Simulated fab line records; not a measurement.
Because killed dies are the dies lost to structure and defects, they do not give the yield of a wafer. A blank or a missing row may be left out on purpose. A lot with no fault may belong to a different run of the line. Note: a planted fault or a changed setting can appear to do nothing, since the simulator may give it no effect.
Chamber matching -- flow n5 finfet -- N5_GATE_CUT_ETCH_36 on rie diel-04: 4 sister chambers
The step etches SiARC in CF4, target depth 13 nm, time 21.7 s. 4 wafers are shown with their chamber, then 10 later ones without.

WAFERS, EACH WITH ITS CHAMBER
wafer,chamber,drypump motor current A (A)
L089.2,1,5.0
L089.5,3,5.4
L090.2,2,5.7
L090.5,0,5.6

WAFERS WITHOUT THEIR CHAMBER
wafer,drypump motor current A (A)
L090.6,5.4
L091.2,5.7
L091.5,5.0
L091.6,5.7
L092.1,5.6
L092.2,5.4
L092.5,5.8
L093.3,5.6
L093.4,5.7
L093.6,5.7

EACH ONE'S CHAMBER
wafer,from the rows above,in truth
L090.6,3,3
L091.2,2,2
L091.5,1,1
L091.6,2,2
L092.1,0,0
L092.2,3,3
L092.5,2,2
L093.3,0,0
L093.4,2,2
L093.6,2,2
Correctly placed: 10 of 10. Left unplaced by these rows: 0. Wrongly placed: 0.
How it was worked out, from the rows above alone: a wafer's distance from a chamber is the root of the sum, over the readings, of the square of ((its reading less the chamber's mean) divided by the reading's scatter). If the next closest chamber is less than 2 further off than the closest, the wafer can't be placed; otherwise it belongs to the closest. A chamber's mean is the mean of its shown wafers. The scatter: root of mean squared gap, hidden wafer to nearest shown wafer, with one shown wafer a chamber.
